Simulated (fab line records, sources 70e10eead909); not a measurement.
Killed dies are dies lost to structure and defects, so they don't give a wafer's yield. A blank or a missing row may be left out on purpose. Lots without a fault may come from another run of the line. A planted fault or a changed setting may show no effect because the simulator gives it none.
fab line records | flow nand_harc
record lots=13 wafers=39 last_day=34
route steps=1302 shown P_M2@339 THIN_TSV@1271 END@1302
lots that met no fault: from a run of the same line without faults
start_h: hours from the record's first day to the start of the lot's first wafer shown | wait_h: hours since the lot's step before | " the same as in the row above | L1.1+2: a row that stands for several wafers | - no value, or no start given | * or withheld: withheld | < > ~ a bound
route shown NAME@n: a module of which the file shows steps, and the number in the route of the first | usual: mean/standard deviation of fault-free wafers | same: alike in all rows | chamber/n: place in a boat | sites: the reading at each site | _std_site: their standard deviation | _edge_site: outer sites' mean less inner sites' | radius_mm: how far each site lies from the wafer's centre | mask NAME#n: copy n | behind: the tool/chamber that last shaped the wafer | hold: why the lot was held/for how many hours/how that ended | device: the transistor (n, p or np) that didn't switch | end of line: the same wafers' tests at the end of the route | a step without rows: its recipe alone | killed: dies lost to structure and defects at the first sort, not the wafer's yield | map: a wafer's dies, x killed, . not, _ none there
set.NAME: the setting as run; set.NAME@STEP: as run at that earlier step | model.NAME: the simulator's own value behind a step, which no gauge read
steps of the route over a sample of lots; a table a step, a row a wafer
services: from which hour (start_h, from the record's first day; less than 0 if before it) a tool's chamber was out of use, for how many hours, and why
## steps
# step NHARC_P_M2_PRE_CLEAN_30
# recipe time_s=30 temp_c=280 gas=H2/He
# usual heater_power_w=435/41
# same time_s=30
# columns lot.wafer tool chamber start_h wait_h heater_power_w
L267.3 pvd_sputter-02 - 157.89 - 495
L267.2 " - " " 505
L267.5 " - " " 492
L268.1 pvd_sputter-01 - 159.21 - 394
L268.2 " - " " 481
L268.3 " - " " 473
L270.3 pvd_sputter-02 - 179.79 - 512
L270.5 " - " " 494
L270.6 " - " " 422
L269.2 pvd_sputter-03 - 180.63 - 390
L269.4 " - " " 374
L269.6 " - " " 397
L271.3 pvd_sputter-02 - 191.01 - 425
L271.1 " - " " 489
L271.6 " - " " 498
L272.2 pvd_sputter-01 - 203.60 - 476
L272.4 " - " " 396
L272.5 " - " " 402
L273.2 pvd_sputter-02 - 209.78 - 507
L273.4 " - " " 419
L273.6 " - " " 501
L274.4 pvd_sputter-02 - 220.14 - 486
L274.3 " - " " 408
L274.1 " - " " 494
L275.3 pvd_sputter-03 - 231.51 - 386
L275.5 " - " " 446
L275.6 " - " " 397
L277.1 pvd_sputter-03 - 250.04 - 368
L277.5 " - " " 444
L277.6 " - " " 394
L279.4 pvd_sputter-03 - 275.69 - 415
L279.5 " - " " 412
L279.6 " - " " 366
L286.2 pvd_sputter-02 - 350.28 - 502
L286.3 " - " " 485
L286.5 " - " " 495
L288.4 pvd_sputter-02 - 364.63 - 473
L288.2 " - " " 418
L288.6 " - " " 435
# step NHARC_THIN_TSV_PRE_CLEAN_50
# recipe time_s=30 temp_c=280 gas=H2/He
# usual heater_power_w=419/40
# same time_s=30
# columns lot.wafer tool chamber start_h wait_h heater_power_w
L268.3 pvd_sputter-01 - - - 385
L268.2 " - " " 432
L268.1 " - " " 445
L267.3 pvd_sputter-03 - - - 407
L267.2 " - " " 375
L267.5 " - " " 401
L269.4 pvd_sputter-02 - - - 396
L269.2 " - " " 510
L269.6 " - " " 487
L270.3 pvd_sputter-02 - - - 398
L270.5 " - " " 505
L270.6 " - " " 421
L271.3 pvd_sputter-02 - - - 498
L271.1 " - " " 420
L271.6 " - " " 503
L274.1 pvd_sputter-03 - - - 412
L274.4 " - " " 386
L274.3 " - " " 402
L273.4 pvd_sputter-02 - - - 416
L273.2 " - " " 409
L273.6 " - " " 411
L272.4 pvd_sputter-01 - - - 367
L272.2 " - " " 401
L272.5 " - " " 462
L275.3 pvd_sputter-01 - - - 452
L275.5 " - " " 487
L275.6 " - " " 463
L277.1 pvd_sputter-03 - - - 378
L277.6 " - " " 406
L277.5 " - " " 379
L279.4 pvd_sputter-03 - - - 397
L279.5 " - " " 395
L279.6 " - " " 422
L286.2 pvd_sputter-03 - - - 367
L286.3 " - " " 388
L286.5 " - " " 373
L288.4 pvd_sputter-01 - - - 480
L288.2 " - " " 383
L288.6 " - " " 464
# step NHARC_THIN_TSV_PVD_19
# recipe target_thk_a=200 chamber_pressure_pa=5 material=TaN
# usual throttle_valve_pct=30.4/0.87
# columns lot.wafer tool chamber start_h wait_h throttle_valve_pct
L268.2 pvd_sputter-01 - - - 30.4
L268.1 " - " " 30.2
L268.3 " - " " 30.4
L267.2 pvd_sputter-03 - - - 30.8
L267.3 " - " " 31.5
L267.5 " - " " 30.0
L269.2 pvd_sputter-02 - - - 29.7
L269.4 " - " " 28.8
L269.6 " - " " 29.2
L270.3 pvd_sputter-02 - - - 29.3
L270.5 " - " " 29.2
L270.6 " - " " 29.3
L271.1 pvd_sputter-02 - - - 29.5
L271.3 " - " " 29.1
L271.6 " - " " 29.0
L274.4 pvd_sputter-03 - - - 31.0
L274.3 " - " " 31.7
L274.1 " - " " 30.4
L273.2 pvd_sputter-02 - - - 29.0
L273.4 " - " " 29.0
L273.6 " - " " 29.2
L272.4 pvd_sputter-01 - - - 30.7
L272.2 " - " " 30.6
L272.5 " - " " 31.0
L275.3 pvd_sputter-01 - - - 29.8
L275.5 " - " " 30.1
L275.6 " - " " 30.6
L277.1 pvd_sputter-03 - - - 31.0
L277.6 " - " " 30.6
L277.5 " - " " 30.2
L279.4 pvd_sputter-03 - - - 30.9
L279.6 " - " " 30.1
L279.5 " - " " 30.9
L286.3 pvd_sputter-03 - - - 30.8
L286.2 " - " " 30.5
L286.5 " - " " 30.8
L288.4 pvd_sputter-01 - - - 29.5
L288.2 " - " " 29.5
L288.6 " - " " 30.8
# step NHARC_THIN_TSV_PVD_51
# recipe target_thk_a=1000 chamber_pressure_pa=5 material=Cu
# usual throttle_valve_pct=30.5/0.83
# columns lot.wafer tool chamber start_h wait_h throttle_valve_pct
L268.1 pvd_sputter-01 - - - 30.7
L268.2 " - " " 29.9
L268.3 " - " " 30.5
L267.3 pvd_sputter-03 - - - 30.4
L267.2 " - " " 31.3
L267.5 " - " " 31.7
L269.4 pvd_sputter-02 - - - 29.5
L269.2 " - " " 29.1
L269.6 " - " " 29.0
L270.3 pvd_sputter-02 - - - 29.2
L270.5 " - " " 29.8
L270.6 " - " " 29.1
L271.3 pvd_sputter-02 - - - 28.9
L271.1 " - " " 29.9
L271.6 " - " " 28.9
L274.1 pvd_sputter-03 - - - 30.7
L274.3 " - " " 31.5
L274.4 " - " " 30.2
L273.4 pvd_sputter-02 - - - 29.1
L273.2 " - " " 29.1
L273.6 " - " " 28.9
L272.4 pvd_sputter-01 - - - 30.1
L272.2 " - " " 29.7
L272.5 " - " " 30.4
L275.3 pvd_sputter-01 - - - 30.7
L275.6 " - " " 30.3
L275.5 " - " " 30.6
L277.1 pvd_sputter-03 - - - 30.4
L277.5 " - " " 30.4
L277.6 " - " " 29.8
L279.4 pvd_sputter-03 - - - 31.5
L279.6 " - " " 30.9
L279.5 " - " " 31.6
L286.3 pvd_sputter-03 - - - 31.5
L286.2 " - " " 32.0
L286.5 " - " " 30.6
L288.2 pvd_sputter-01 - - - 30.0
L288.4 " - " " 29.5
L288.6 " - " " 29.7
# step NHARC_END_SORT_01
# recipe temp_c=25
# usual defect_limited_yield=91.4/2.4 killed_at_array=54/17 killed_at_other=0.7/1 killed_at_periphery=3.7/2.9 killed_dies=58/16 killed_open=3.2/1.9 killed_short=2.2/1.5 sort_bin_2_pct=3.1/1.1 sort_bin_3_pct=0.6/0.33 sort_bin_4_pct=4.9/1.4 sort_n_pass=619/16 sort_rim_yield_pct=94/3.8 sort_yield_pct=91.4/2.4
# same gross_dies=677 sort_bin_5_pct[%]=0 sort_bin_6_pct[%]=0 sort_bin_7_pct[%]=0 sort_bin_8_pct[%]=0 sort_rim_n_gross=106.00
# columns lot.wafer tool chamber start_h wait_h defect_limited_yield[%] killed_at_array killed_at_other killed_at_periphery killed_dies killed_open killed_short sort_bin_2_pct[%] sort_bin_3_pct[%] sort_bin_4_pct[%] sort_n_pass sort_rim_yield_pct[%] sort_yield_pct[%]
L269.2 prober-01 0 598.20 2.8 90.0 63 1 4 68 1 2 3.1 0.7 6.2 609 92 90.0
L269.4 prober-01 0 599.81 3.4 90.3 59 1 6 66 4 1 3.8 1.2 4.7 611 97 90.3
L269.6 prober-01 0 601.43 4.0 91.4 55 0 3 58 1 1 2.8 0.9 4.9 619 98 91.4
L270.3 prober-02 0 616.92 3.1 91.1 60 0 0 60 5 5 3.1 0.7 5.0 617 98 91.1
L270.5 prober-02 0 618.53 3.7 94.4 38 0 0 38 1 2 2.4 0.4 2.8 639 98 94.4
L270.6 prober-02 0 619.34 4.0 92.2 53 0 0 53 6 1 1.6 0.3 5.9 624 97 92.2
L274.1 prober-02 0 645.61 2.5 88.8 70 2 4 76 1 1 4.6 1.3 5.3 601 97 88.8
L274.3 prober-02 0 647.20 3.1 87.3 81 2 3 86 5 0 4.7 0.9 7.1 591 97 87.3
L274.4 prober-02 0 647.99 3.4 91.1 57 0 3 60 5 0 3.4 0.7 4.7 617 92 91.1
L277.6 prober-02 0 675.24 4.0 96.2 18 3 5 26 4 3 1.5 0.4 1.9 651 94 96.2
L279.4 prober-01 0 708.59 3.3 94.1 33 0 7 40 5 3 1.6 0.3 4.0 637 90 94.1
L279.5 prober-01 0 709.38 3.6 92.0 48 0 6 54 4 6 2.4 0.1 5.5 623 95 92.0
L279.6 prober-01 0 710.16 3.9 88.0 43 0 38 81 8 2 4.0 2.7 5.3 596 77 88.0
# killed by level:class
L269.2 A_CHANNEL_HOLE_D1:chamber_film_flake=30 A_SLIT:chamber_film_flake=21 A_CHANNEL_HOLE_D2:chamber_film_flake=6 P_STI:chamber_film_flake=3 A_CHANNEL_FILL_D1:geometric_particle:short=1 A_CHANNEL_FILL_D2:geometric_particle:short=1 A_CONTACT:geometric_particle:open=1 P_GATE:chamber_film_flake=1
L269.4 A_SLIT:chamber_film_flake=23 A_CHANNEL_HOLE_D1:chamber_film_flake=20 A_CHANNEL_HOLE_D2:chamber_film_flake=7 P_STI:chamber_film_flake=4 P_GATE:chamber_film_flake=2 A_ONON_D1:geometric_particle:open=1 A_ONON_D1:geometric_particle:short=1 A_CHANNEL_FILL_D1:geometric_particle:open=1
L269.6 A_CHANNEL_HOLE_D1:chamber_film_flake=26 A_SLIT:chamber_film_flake=23 P_STI:chamber_film_flake=2 A_CHANNEL_FILL_D1:geometric_particle:short=1 A_M1:geometric_particle:open=1 P_GATE:chamber_film_flake=1 A_ZERO_WELL:chamber_film_flake=1 A_CHANNEL_HOLE_D2:chamber_film_flake=1
L270.3 A_CHANNEL_HOLE_D2:chamber_film_flake=38 A_CONTACT:chamber_film_flake=9 A_ONON_D1:geometric_particle:short=2 A_DECK1_JOINT:geometric_particle:open=2 A_CHANNEL_HOLE_D1:chamber_film_flake=2 A_CHANNEL_HOLE_D1:geometric_particle:open=1 A_CHANNEL_HOLE_D1:geometric_particle:short=1 A_CHANNEL_FILL_D2:geometric_particle:open=1
L270.5 A_CHANNEL_HOLE_D2:chamber_film_flake=29 A_CHANNEL_HOLE_D1:chamber_film_flake=2 A_CONTACT:chamber_film_flake=2 A_BLC:geometric_particle:open=1 A_CHANNEL_FILL_D2:geometric_particle:short=1 A_SGD_CUT:geometric_particle:short=1 A_CHANNEL_FILL_D1:chamber_film_flake=1 A_M0:chamber_film_flake=1
L270.6 A_CHANNEL_HOLE_D2:chamber_film_flake=34 A_CONTACT:chamber_film_flake=6 A_CHANNEL_FILL_D1:geometric_particle:open=3 A_CHANNEL_FILL_D1:chamber_film_flake=2 A_M0:chamber_film_flake=2 A_ONON_D1:geometric_particle:open=1 A_CHANNEL_FILL_D2:geometric_particle:open=1 A_SGD_CUT:geometric_particle:short=1
L274.1 A_SLIT:chamber_film_flake=32 A_CHANNEL_HOLE_D2:chamber_film_flake=28 A_CHANNEL_HOLE_D1:chamber_film_flake=5 P_GATE:chamber_film_flake=3 THIN_TSV:chamber_film_flake=2 A_CHANNEL_FILL_D1:geometric_particle:open=1 A_CHANNEL_FILL_D1:geometric_particle:short=1 P_ZERO_WELL:chamber_film_flake=1
L274.3 A_CHANNEL_HOLE_D2:chamber_film_flake=33 A_SLIT:chamber_film_flake=29 A_CHANNEL_HOLE_D1:chamber_film_flake=4 A_STAIRCASE:chamber_film_flake=3 A_CONTACT:chamber_film_flake=3 A_M1:geometric_particle:open=2 P_GATE:chamber_film_flake=2 A_CHANNEL_FILL_D1:chamber_film_flake=2
L274.4 A_CHANNEL_HOLE_D2:chamber_film_flake=30 A_SLIT:chamber_film_flake=15 A_CONTACT:chamber_film_flake=3 A_BLC:geometric_particle:open=2 P_GATE:chamber_film_flake=2 A_CHANNEL_HOLE_D1:chamber_film_flake=2 A_STAIRCASE:chamber_film_flake=2 A_CHANNEL_FILL_D1:geometric_particle:open=1
L277.6 A_SLIT:chamber_film_flake=4 A_M1:chamber_film_flake=4 THIN_TSV:chamber_film_flake=3 A_CHANNEL_HOLE_D1:chamber_film_flake=2 A_WL_FILL:chamber_film_flake=2 P_CONTACT:geometric_particle:short=1 P_M0:geometric_particle:open=1 P_M2:geometric_particle:short=1
L279.4 A_CHANNEL_HOLE_D2:chamber_film_flake=12 A_CONTACT:chamber_film_flake=6 P_GATE:chamber_film_flake=3 A_WL_FILL:geometric_particle:short=2 P_ZERO_WELL:chamber_film_flake=2 A_SLIT:chamber_film_flake=2 A_BONDPAD:chamber_film_flake=2 P_STI:geometric_particle:open=1
L279.5 A_CHANNEL_HOLE_D2:chamber_film_flake=20 A_CONTACT:chamber_film_flake=8 A_CHANNEL_HOLE_D1:chamber_film_flake=7 P_BONDPAD:chamber_film_flake=3 A_SLIT:chamber_film_flake=3 A_WL_FILL:geometric_particle:short=2 A_WL_FILL:geometric_particle:open=2 P_CONTACT:geometric_particle:short=1
L279.6 P_M2:unspecified=34 A_CHANNEL_HOLE_D2:chamber_film_flake=12 A_SLIT:chamber_film_flake=6 A_CHANNEL_HOLE_D1:chamber_film_flake=5 A_STAIRCASE:chamber_film_flake=4 A_CONTACT:chamber_film_flake=4 A_CONTACT:geometric_particle:open=2 A_BLC:geometric_particle:open=2
## services
# columns tool chamber start_h hours kind
pvd_sputter-03 - 170.00 10.0 pm
pvd_sputter-01 - 226.03 10.0 pm
pvd_sputter-02 - 282.03 10.0 pm
pvd_sputter-03 - 336.58 1.4 repair
pvd_sputter-02 - 342.53 5.0 repair
pvd_sputter-03 - 348.00 10.0 pm
pvd_sputter-01 - 404.03 10.0 pm
pvd_sputter-03 - 413.87 0.5 repair
pvd_sputter-03 - 417.57 2.5 repair
pvd_sputter-02 - 445.24 3.1 repair
pvd_sputter-02 - 460.03 10.0 pm
pvd_sputter-03 - 526.00 10.0 pm
pvd_sputter-01 - 582.03 10.0 pm
pvd_sputter-02 - 638.03 10.0 pm
pvd_sputter-03 - 648.51 1.1 repair
pvd_sputter-03 - 704.00 10.0 pm
pvd_sputter-01 - 760.03 10.0 pm
## key
first_sign step=NHARC_END_SORT_01 reading=killed_at_periphery direction=up sigmas=12 usual=3.7 struck=38
more_kills_born_at NHARC_P_M2_PRE_CLEAN_30@pvd_sputter-03=34
met_at NHARC_P_M2_PRE_CLEAN_30
struck_lots L279
struck_wafers L279.6
not_acting_at NHARC_THIN_TSV_PRE_CLEAN_50,NHARC_THIN_TSV_PVD_19,NHARC_THIN_TSV_PVD_51
onset_between 250.04 275.69
fault kind=chamber_particle_source tool=pvd_sputter-03 chamber=- onset_h=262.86 steps=NHARC_P_M2_PRE_CLEAN_30 rate_per_visit_cm2=1.4327 end_h=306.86 scope=struck_wafers_only
